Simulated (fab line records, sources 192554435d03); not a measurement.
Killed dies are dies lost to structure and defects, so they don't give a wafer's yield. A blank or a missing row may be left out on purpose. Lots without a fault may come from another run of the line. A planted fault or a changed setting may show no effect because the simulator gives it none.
fab line records | flow n5_finfet
record lots=7 wafers=21
route steps=1938 shown PMOS_HMC_CHANNEL_EPI@62 FIN_SAQP@147 DUMMY_GATE@228 SD_EPI_N@278
start_h: hours from the record's first day to the start of the lot's first wafer shown | wait_h: hours since the lot's step before | " the same as in the row above | L1.1+2: a row that stands for several wafers | - no value, or no start given | * or withheld: withheld | < > ~ a bound
route shown NAME@n: a module of which the file shows steps, and the number in the route of the first | usual: mean/standard deviation of fault-free wafers | same: alike in all rows | chamber/n: place in a boat | sites: the reading at each site | _std_site: their standard deviation | _edge_site: outer sites' mean less inner sites' | radius_mm: how far each site lies from the wafer's centre | mask NAME#n: copy n | behind: the tool/chamber that last shaped the wafer | hold: why the lot was held/for how many hours/how that ended | device: the transistor (n, p or np) that didn't switch | end of line: the same wafers' tests at the end of the route | a step without rows: its recipe alone | killed: dies lost to structure and defects at the first sort, not the wafer's yield | map: a wafer's dies, x killed, . not, _ none there
set.NAME: the setting as run; set.NAME@STEP: as run at that earlier step | model.NAME: the simulator's own value behind a step, which no gauge read
lots whose settings were changed on purpose; a table a step, a row a wafer
## steps
# step N5_PMOS_HMC_CHANNEL_EPI_EXPOSE_06
# recipe mask_id=PMOS_HMC_BLK na=1.35 source_shape=conventional sigma_outer=0.8 polarization=unpolarized target_cd_nm=240 dose_mj=41
# columns lot.wafer tool chamber start_h wait_h mask set.dose_mj
L075.3 arfi_scanner-01 0 23.00 - PMOS_HMC_BLK#0 41
L075.4+5 " 0 " " PMOS_HMC_BLK#0 42.39
L076.1+4+6 arfi_scanner-02 0 29.28 - PMOS_HMC_BLK#0 41
L077.2+6 arfi_scanner-01 0 35.02 - PMOS_HMC_BLK#0 39.38
L077.3 " 0 " " PMOS_HMC_BLK#0 41
L078.1+3+5 arfi_scanner-01 0 41.21 - PMOS_HMC_BLK#0 38.96
L082.1+3+5 arfi_scanner-01 0 65.14 - PMOS_HMC_BLK#0 40.08
L089.2+4 arfi_scanner-01 0 107.34 - PMOS_HMC_BLK#0 41
L089.6 " 0 " " PMOS_HMC_BLK#0 42.97
L090.2+6 arfi_scanner-02 0 114.27 - PMOS_HMC_BLK#0 39.09
L090.5 " 0 " " PMOS_HMC_BLK#0 41
# step N5_PMOS_HMC_CHANNEL_EPI_PEB_07
# recipe peb_temp_c=110 peb_time_s=60 resist=CAR-ArF-block
# columns lot.wafer tool chamber start_h wait_h set.peb_time_s
L075.3 litho_track-05 0 23.05 0.0 60
L075.4+5 " 0 " " 71.72
L076.1+4+6 litho_track-03 0 29.34 0.1 60
L077.2+3+6 litho_track-04 0 35.07 0.0 60
L078.1+3+5 litho_track-05 0 41.27 0.1 60
L082.1+3+5 litho_track-03 0 65.20 0.1 60
L089.2 litho_track-04 0 107.39 0.0 60
L089.4+6 " 0 " " 68.46
L090.2+5+6 litho_track-04 0 114.32 0.0 60
# step N5_PMOS_HMC_CHANNEL_EPI_DEVELOP_08
# recipe develop_time_s=30 developer=TMAH resist=CAR-ArF-block dev_temp_c=23 rinse_liquid=diw dry=air_spin
# columns lot.wafer tool chamber start_h wait_h set.develop_time_s
L075.3+4+5 litho_track-05 0 - - 30
L076.1+4+6 litho_track-03 0 - - 30
L077.2+3 litho_track-04 0 - - 30
L077.6 " 0 " " 35.52
L078.1+3 litho_track-05 0 - - 30
L078.5 " 0 " " 34.79
L082.1 litho_track-03 0 - - 32.31
L082.3+5 " 0 " " 30
L089.2+6 litho_track-04 0 - - 30
L089.4 " 0 " " 24.15
L090.2 litho_track-04 0 - - 30
L090.5+6 " 0 " " 23.54
# step N5_PMOS_HMC_CHANNEL_EPI_CD_MEAS_09
# recipe target_cd_nm=237.4 landing_energy_ev=500 detector=se_inlens
# usual cd_nm=237.8/1.2
# columns lot.wafer tool chamber start_h wait_h set.dose_mj@PMOS_HMC_CHANNEL_EPI_EXPOSE_06 set.peb_time_s@PMOS_HMC_CHANNEL_EPI_PEB_07 cd_nm
L075.3 cd_sem-02 0 23.12 - 41 60 236.7
L075.4 " 0 " " 42.39 71.72 245.7
L075.5 " 0 " " 42.39 71.72 245.7
L076.1 cd_sem-02 0 29.40 - 41 60 238.0
L076.4 " 0 " " 41 60 237.2
L076.6 " 0 " " 41 60 239.1
L077.2 cd_sem-03 0 35.14 - 39.38 60 234.6
L077.3 " 0 " " 41 60 237.4
L077.6 " 0 " " 39.38 60 235.1
L078.1 cd_sem-03 0 41.34 - 38.96 60 232.4
L078.3 " 0 " " 38.96 60 232.8
L078.5 " 0 " " 38.96 60 233.4
L082.1 cd_sem-03 0 65.27 - 40.08 60 237.1
L082.3 " 0 " " 40.08 60 236.9
L082.5 " 0 " " 40.08 60 237.2
L089.2 cd_sem-02 0 107.46 - 41 60 238.0
L089.4 " 0 " " 41 68.46 242.9
L089.6 " 0 " " 42.97 68.46 246.9
L090.2 cd_sem-03 0 114.39 - 39.09 60 232.5
L090.5 " 0 " " 41 60 234.8
L090.6 " 0 " " 39.09 60 230.8
# step N5_PMOS_HMC_CHANNEL_EPI_DESCUM_14
# recipe chemistry=O2 time_s=7.9 source_power_w=50 bias_power_w=20 pressure_mtorr=20 rf_frequency_hz=2.712e+07 temp_c=40 resist=CAR-ArF-block o2_flow_sccm=225
# columns lot.wafer tool chamber start_h wait_h set.time_s set.dose_mj@PMOS_HMC_CHANNEL_EPI_EXPOSE_06 set.peb_time_s@PMOS_HMC_CHANNEL_EPI_PEB_07 model.PMOS_HMC_CHANNEL_EPI.cd_nm
L075.3 rie_diel-06 0 23.27 0.1 9.255 41 60 237.1
L075.4 " 3 " " 7.9 42.39 71.72 245.8
L075.5 " 2 " " 9.255 42.39 71.72 245.7
L076.1 rie_diel-01 0 29.49 0.0 7.9 41 60 237.9
L076.4 " 2 " " 7.9 41 60 237.2
L076.6 " 0 " " 7.9 41 60 239.2
L077.2 rie_diel-01 2 35.53 0.3 7.9 39.38 60 234.2
L077.3 " 3 " " 7.326 41 60 237.4
L077.6 " 0 " " 7.9 39.38 60 235.2
L078.1 rie_diel-01 3 41.43 0.0 9.324 38.96 60 232.5
L078.3 " 0 " " 7.9 38.96 60 232.9
L078.5 " 3 " " 9.324 38.96 60 233.3
L082.1 rie_diel-06 0 65.60 0.3 7.9 40.08 60 237.1
L082.3 " 3 " " 9.44 40.08 60 237.1
L082.5 " 1 " " 7.9 40.08 60 237.2
L089.2 rie_diel-01 1 107.54 0.0 7.9 41 60 238
L089.4 " 0 " " 7.257 41 68.46 242.9
L089.6 " 2 " " 7.9 42.97 68.46 246.6
L090.2 rie_diel-02 3 114.48 0.0 8.459 39.09 60 232.8
L090.5 " 0 " " 8.459 41 60 234.8
L090.6 " 3 " " 8.459 39.09 60 230.8
# step N5_FIN_SAQP_FIN_ETCH_36
# recipe chemistry=HBr/Cl2/O2 target_depth_a=1200 mask_material=SiNx time_s=50.4 bias_w=102 pressure_mtorr=10 icp_w=800 HBr_flow_sccm=150 Cl2_flow_sccm=80 O2_flow_sccm=12
# columns lot.wafer tool chamber start_h wait_h set.icp_w model.etch.depth_nm model.FIN_SAQP.feature_depth_nm
L075.3 rie_si-03 2 32.48 0.0 800 117.9 118
L075.4 " 1 " " 800 118.5 118.6
L075.5 " 2 " " 800 118.9 119
L076.1 rie_si-03 1 38.36 0.0 800 117.9 117.8
L076.4 " 0 " " 800 118.1 118
L076.6 " 0 " " 800 118.9 119
L077.2 rie_si-02 2 44.66 0.0 739.6 115.1 115.2
L077.3 " 3 " " 739.6 117.7 117.8
L077.6 " 3 " " 800 122 122
L078.1 rie_si-05 2 49.64 0.0 864 124.1 124.2
L078.3 " 3 " " 864 123.9 124
L078.5 " 1 " " 800 117.1 117.2
L082.1 rie_si-05 1 73.93 0.0 800 117.2 117.2
L082.3 " 2 " " 800 119.9 119.8
L082.5 " 3 " " 800 121.3 121.4
L089.2 rie_si-02 3 116.66 0.0 757.5 118.7 118.8
L089.4 " 2 " " 757.5 116.7 116.8
L089.6 " 3 " " 800 122.2 122.2
L090.2 rie_si-05 2 123.76 0.0 706.6 114.1 114.2
L090.5 " 2 " " 706.6 114.9 114.8
L090.6 " 1 " " 800 118.8 118.8
# step N5_DUMMY_GATE_EXPOSE_12
# recipe mask_id=GATE na=0.33 source_shape=annular sigma_inner=0.2 sigma_outer=0.6 polarization=unpolarized target_cd_nm=25 dose_mj=34
# columns lot.wafer tool chamber start_h wait_h mask set.dose_mj
L075.3+4 euv_scanner-01 0 51.40 - GATE#0 34
L075.5 " 0 " " GATE#0 36.29
L076.1+4+6 euv_scanner-02 0 57.95 - GATE#0 34
L077.2+3+6 euv_scanner-01 0 63.92 - GATE#0 34
L078.1+5 euv_scanner-02 0 70.13 - GATE#0 35.25
L078.3 " 0 " " GATE#0 34
L082.1+5 euv_scanner-01 0 93.03 - GATE#0 32.26
L082.3 " 0 " " GATE#0 34
L089.2+4 euv_scanner-01 0 135.94 - GATE#0 31.85
L089.6 " 0 " " GATE#0 34
L090.2+6 euv_scanner-01 0 145.05 - GATE#0 34
L090.5 " 0 " " GATE#0 32.49
# step N5_DUMMY_GATE_PEB_13
# recipe peb_temp_c=100 peb_time_s=60 resist=CAR-EUV
# step N5_DUMMY_GATE_DEVELOP_14
# recipe develop_time_s=30 developer=TMAH resist=CAR-EUV rinse_liquid=surfactant_rinse dry=air_spin dev_temp_c=23
# step N5_DUMMY_GATE_CD_MEAS_15
# recipe target_cd_nm=25.8 landing_energy_ev=500 detector=se_inlens
# usual cd_nm=24.97/0.23
# columns lot.wafer tool chamber start_h wait_h set.dose_mj@DUMMY_GATE_EXPOSE_12 cd_nm
L075.3 cd_sem-02 0 51.52 - 34 24.86
L075.4 " 0 " " 34 24.70
L075.5 " 0 " " 36.29 23.92
L076.1 cd_sem-01 0 58.08 - 34 24.69
L076.4 " 0 " " 34 25.05
L076.6 " 0 " " 34 25.05
L077.2 cd_sem-02 0 64.04 - 34 24.70
L077.3 " 0 " " 34 25.27
L077.6 " 0 " " 34 24.99
L078.1 cd_sem-02 0 70.26 - 35.25 24.23
L078.3 " 0 " " 34 24.80
L078.5 " 0 " " 35.25 24.06
L082.1 cd_sem-02 0 93.16 - 32.26 26.31
L082.3 " 0 " " 34 24.98
L082.5 " 0 " " 32.26 26.22
L089.2 cd_sem-02 0 136.07 - 31.85 26.11
L089.4 " 0 " " 31.85 26.37
L089.6 " 0 " " 34 24.75
L090.2 cd_sem-01 0 145.18 - 34 24.94
L090.5 " 0 " " 32.49 25.36
L090.6 " 0 " " 34 24.93
# step N5_DUMMY_GATE_ETCH_37
# recipe chemistry=N2/H2 target=SOC target_depth_a=600 overetch_a=300 temp_c=40 ion_energy_ev=200 pressure_mtorr=30 source_w=840 bias_w=150 n2_flow_sccm=200 h2_flow_sccm=200
# usual rf_vpp_V=524.2/2.2
# columns lot.wafer tool chamber start_h wait_h set.source_w rf_vpp_V
L075.3 rie_diel-06 2 51.79 0.0 893.8 515.8
L075.4 " 1 " " 893.8 510.9
L075.5 " 0 " " 840 521.8
L076.1 rie_diel-01 1 58.54 0.0 840 521.9
L076.4 " 0 " " 840 526.0
L076.6 " 2 " " 840 523.7
L077.2 rie_diel-06 2 64.31 0.0 840 526.2
L077.3 " 1 " " 953.5 501.8
L077.6 " 2 " " 953.5 504.7
L078.1 rie_diel-01 3 70.53 0.0 962.4 504.5
L078.3 " 2 " " 840 524.0
L078.5 " 2 " " 840 523.5
L082.1 rie_diel-01 2 93.44 0.0 840 525.0
L082.3 " 3 " " 840 527.5
L082.5 " 3 " " 840 527.7
L089.2 rie_diel-06 0 136.34 0.0 840 523.1
L089.4 " 2 " " 892.1 516.4
L089.6 " 2 " " 892.1 515.4
L090.2 rie_diel-06 2 145.73 0.0 840 525.7
L090.5 " 0 " " 801 531.4
L090.6 " 1 " " 840 524.2
# step N5_DUMMY_GATE_STRIP_38
# recipe chemistry=N2/H2 temp_c=40 n2_flow_sccm=200 h2_flow_sccm=200 rf_frequency_hz=6e+07
# step N5_DUMMY_GATE_STRIP_39
# recipe chemistry=N2/H2 temp_c=40 n2_flow_sccm=200 h2_flow_sccm=200 rf_frequency_hz=6e+07
# step N5_DUMMY_GATE_TRIM_49
# recipe chemistry=O2 resist=SOC time_s=29 target_cd_nm=14 source_power_w=300 bias_power_w=0 O2_flow_sccm=100 temp_c=20
# columns lot.wafer tool chamber start_h wait_h set.dose_mj@DUMMY_GATE_EXPOSE_12 model.DUMMY_GATE.cd_nm
L075.3 rie_si-04 1 51.87 0.0 34 13.8
L075.4 " 0 " " 34 14.2
L075.5 " 3 " " 36.29 13
L076.1 rie_si-06 3 58.62 0.0 34 14.2
L076.4 " 0 " " 34 13.8
L076.6 " 3 " " 34 14.4
L077.2+3 rie_si-01 0,3 64.39 0.0 34 13.8
L077.6 " 3 " " 34 14
L078.1 rie_si-06 2 70.61 0.0 35.25 13.2
L078.3 " 0 " " 34 14
L078.5 " 2 " " 35.25 13.4
L082.1+5 rie_si-01 3,1 93.52 0.0 32.26 15
L082.3 " 0 " " 34 13.6
L089.2 rie_si-04 0 136.42 0.0 31.85 15
L089.4 " 3 " " 31.85 15.4
L089.6 " 0 " " 34 13.8
L090.2 rie_si-06 0 145.81 0.0 34 14
L090.5 " 2 " " 32.49 14.8
L090.6 " 3 " " 34 13.8
# step N5_DUMMY_GATE_STRIP_40
# recipe chemistry=CF4 resist=SiARC power_w=300 bias_power_w=75 pressure_mtorr=50 cf4_flow_sccm=150 rf_frequency_hz=6e+07
# step N5_DUMMY_GATE_CD_MEAS_50
# recipe target_cd_nm=14
# usual cd_nm=14.0/0.42
# columns lot.wafer tool chamber start_h wait_h set.dose_mj@DUMMY_GATE_EXPOSE_12 cd_nm
L075.3 cd_sem-01 - 52.03 0.0 34 13.8
L075.4 " - " " 34 14.1
L075.5 " - " " 36.29 12.8
L076.1 cd_sem-03 - 58.77 0.0 34 14.2
L076.4 " - " " 34 14.3
L076.6 " - " " 34 14.3
L077.2 cd_sem-03 - 64.55 0.0 34 13.6
L077.3 " - " " 34 13.4
L077.6 " - " " 34 14.0
L078.1 cd_sem-01 - 70.76 0.0 35.25 13.4
L078.3 " - " " 34 13.9
L078.5 " - " " 35.25 13.6
L082.1 cd_sem-02 - 93.67 0.0 32.26 15.1
L082.3 " - " " 34 13.4
L082.5 " - " " 32.26 15.1
L089.2 cd_sem-02 - 136.58 0.0 31.85 15.1
L089.4 " - " " 31.85 15.4
L089.6 " - " " 34 13.8
L090.2 cd_sem-01 - 146.03 0.0 34 14.0
L090.5 " - " " 32.49 15.0
L090.6 " - " " 34 13.6
# step N5_DUMMY_GATE_ETCH_31
# recipe chemistry=C4F6/O2 target=SiO2 mask_material=SOC target_depth_a=825 time_s=27.5 ion_energy_ev=250 pressure_mtorr=30 source_w=345 bias_w=185 Ar_flow_sccm=300 C4F6_flow_sccm=10 O2_flow_sccm=10
# step N5_DUMMY_GATE_STRIP_41
# recipe chemistry=O2 power_w=400 temp_c=40 pressure_mtorr=30 rf_frequency_hz=6e+07 bias_power_w=0 overash_fraction=0.3 o2_flow_sccm=225
# step N5_DUMMY_GATE_ETCH_32
# recipe chemistry=CF4 target=SiO2 target_depth_a=35 time_s=3.9 ion_energy_ev=350 pressure_mtorr=10 icp_w=800 bias_w=400 cf4_flow_sccm=80
# step N5_DUMMY_GATE_ETCH_23
# recipe chemistry=HBr/Cl2/O2 HBr_flow_sccm=150 Cl2_flow_sccm=80 O2_flow_sccm=12 bias_w=102 target_depth_a=410 time_s=22.3 target=poly-Si mask_material=SiO2 pressure_mtorr=10 icp_w=800
# step N5_DUMMY_GATE_ETCH_44
# recipe chemistry=HBr/O2 over_etch_frac=0.7 target_depth_a=1275 stop_on=SiO2 ion_energy_ev=60 bias_w=20 target=poly-Si mask_material=SiO2 pressure_mtorr=20 icp_w=400 HBr_flow_sccm=120 O2_flow_sccm=10
# columns lot.wafer tool chamber start_h wait_h set.dose_mj@DUMMY_GATE_EXPOSE_12 model.DUMMY_GATE.cd_nm
L075.3 rie_si-01 3 52.41 0.0 34 14.6
L075.4 " 1 " " 34 15
L075.5 " 3 " " 36.29 14
L076.1 rie_si-04 0 59.39 0.0 34 15
L076.4 " 3 " " 34 14.8
L076.6 " 0 " " 34 15.4
L077.2 rie_si-06 1 64.93 0.0 34 14.6
L077.3+6 " 0,1 " " 34 14.8
L078.1 rie_si-04 3 71.15 0.0 35.25 14
L078.3 " 0 " " 34 14.6
L078.5 " 2 " " 35.25 14.2
L082.1 rie_si-06 3 94.06 0.0 32.26 16.2
L082.3 " 1 " " 34 14.6
L082.5 " 1 " " 32.26 15.8
L089.2 rie_si-01 1 136.96 0.0 31.85 16
L089.4 " 0 " " 31.85 16.2
L089.6 " 1 " " 34 14.8
L090.2 rie_si-04 0 146.43 0.0 34 14.8
L090.5 " 1 " " 32.49 15.8
L090.6 " 0 " " 34 14.6
# step N5_SD_EPI_N_ETCH_45
# recipe chemistry=CH3F/O2 target=SiOCN target_depth_a=60 mask_material=SOC ion_energy_ev=60 bias_w=29 pressure_mtorr=15 source_w=410 Ar_flow_sccm=150 CH3F_flow_sccm=30 O2_flow_sccm=20
# columns lot.wafer tool chamber start_h wait_h set.target_depth_a model.etch.depth_nm
L075.3 rie_diel-05 0 54.47 0.1 60 5.911
L075.4 " 2 " " 54.21 5.354
L075.5 " 1 " " 54.21 5.43
L076.1 rie_diel-04 2 61.40 0.1 60 6.074
L076.4 " 1 " " 60 6.103
L076.6 " 2 " " 60 6.053
L077.2 rie_diel-05 0 66.82 0.1 60 5.97
L077.3 " 1 " " 60 6.002
L077.6 " 3 " " 60 6.048
L078.1 rie_diel-05 3 73.31 0.1 54.39 5.517
L078.3 " 2 " " 60 5.97
L078.5 " 3 " " 54.39 5.425
L082.1 rie_diel-03 3 98.28 0.1 60 5.819
L082.3 " 2 " " 60 5.73
L082.5 " 0 " " 60 5.778
L089.2 rie_diel-05 3 138.89 0.1 57.32 5.646
L089.4 " 2 " " 57.32 5.641
L089.6 " 3 " " 57.32 5.697
L090.2 rie_diel-04 1 148.43 0.1 60 6.105
L090.5 " 1 " " 65.4 6.665
L090.6 " 2 " " 60 5.991
# step N5_SD_EPI_N_ETCH_16
# recipe chemistry=CHF3/O2 target=SiO2 target_depth_a=50 mask_material=SOC pressure_mtorr=30 source_w=650 bias_w=170 Ar_flow_sccm=200 CHF3_flow_sccm=50 O2_flow_sccm=5 ion_energy_ev=200
# columns lot.wafer tool chamber start_h wait_h set.target_depth_a model.etch.depth_nm
L075.3 rie_diel-05 0 54.57 0.1 50 5.057
L075.4 " 2 " " 50 4.988
L075.5 " 1 " " 53.58 5.376
L076.1 rie_diel-04 2 61.50 0.1 50 5.01
L076.4 " 1 " " 50 5.047
L076.6 " 2 " " 50 5.024
L077.2 rie_diel-05 0 66.92 0.1 50 4.998
L077.3 " 1 " " 47.26 4.75
L077.6 " 3 " " 47.26 4.737
L078.1 rie_diel-05 3 73.41 0.1 50 5.034
L078.3 " 2 " " 51.78 5.231
L078.5 " 3 " " 51.78 5.224
L082.1 rie_diel-03 3 98.38 0.1 55.75 5.413
L082.3 " 2 " " 50 4.835
L082.5 " 0 " " 50 4.837
L089.2 rie_diel-05 3 138.99 0.1 56.02 5.641
L089.4 " 2 " " 50 4.987
L089.6 " 3 " " 50 5.013
L090.2 rie_diel-04 1 148.53 0.1 50 5.029
L090.5 " 1 " " 50 4.998
L090.6 " 2 " " 53.19 5.212
## key
split step=N5_PMOS_HMC_CHANNEL_EPI_EXPOSE_06 setting=dose_mj stated=41 by=wafer
response step=N5_PMOS_HMC_CHANNEL_EPI_CD_MEAS_09 reading=cd_nm slope=+0.718 per=1% together_with=peb_time_s@PMOS_HMC_CHANNEL_EPI_PEB_07 explained=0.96
response step=N5_PMOS_HMC_CHANNEL_EPI_DESCUM_14 reading=model.PMOS_HMC_CHANNEL_EPI.cd_nm slope=+0.702 per=1% together_with=peb_time_s@PMOS_HMC_CHANNEL_EPI_PEB_07 explained=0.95
split step=N5_PMOS_HMC_CHANNEL_EPI_PEB_07 setting=peb_time_s stated=60 by=wafer
response step=N5_PMOS_HMC_CHANNEL_EPI_CD_MEAS_09 reading=cd_nm change=+0.472 per=1% r=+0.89
response step=N5_PMOS_HMC_CHANNEL_EPI_DESCUM_14 reading=model.PMOS_HMC_CHANNEL_EPI.cd_nm change=+0.455 per=1% r=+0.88
split step=N5_PMOS_HMC_CHANNEL_EPI_DEVELOP_08 setting=develop_time_s stated=30 by=wafer
response none clear
split step=N5_PMOS_HMC_CHANNEL_EPI_DESCUM_14 setting=time_s stated=7.9 by=wafer
response none clear
split step=N5_FIN_SAQP_FIN_ETCH_36 setting=icp_w stated=800 by=wafer
response step=N5_FIN_SAQP_FIN_ETCH_36 reading=model.etch.depth_nm change=+0.598 per=1% r=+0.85
response step=N5_FIN_SAQP_FIN_ETCH_36 reading=model.FIN_SAQP.feature_depth_nm change=+0.596 per=1% r=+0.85
split step=N5_DUMMY_GATE_EXPOSE_12 setting=dose_mj stated=34 by=wafer
response step=N5_DUMMY_GATE_CD_MEAS_15 reading=cd_nm change=-0.18 per=1% r=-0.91
response step=N5_DUMMY_GATE_TRIM_49 reading=model.DUMMY_GATE.cd_nm change=-0.203 per=1% r=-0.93
response step=N5_DUMMY_GATE_CD_MEAS_50 reading=cd_nm change=-0.222 per=1% r=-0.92
response step=N5_DUMMY_GATE_ETCH_44 reading=model.DUMMY_GATE.cd_nm change=-0.19 per=1% r=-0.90
split step=N5_DUMMY_GATE_ETCH_37 setting=source_w stated=840 by=wafer
response step=N5_DUMMY_GATE_ETCH_37 reading=rf_vpp_V change=-1.45 per=1% r=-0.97
split step=N5_SD_EPI_N_ETCH_45 setting=target_depth_a stated=60 by=wafer
response step=N5_SD_EPI_N_ETCH_45 reading=model.etch.depth_nm change=+0.0582 per=1% r=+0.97
split step=N5_SD_EPI_N_ETCH_16 setting=target_depth_a stated=50 by=wafer
response step=N5_SD_EPI_N_ETCH_16 reading=model.etch.depth_nm change=+0.0491 per=1% r=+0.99
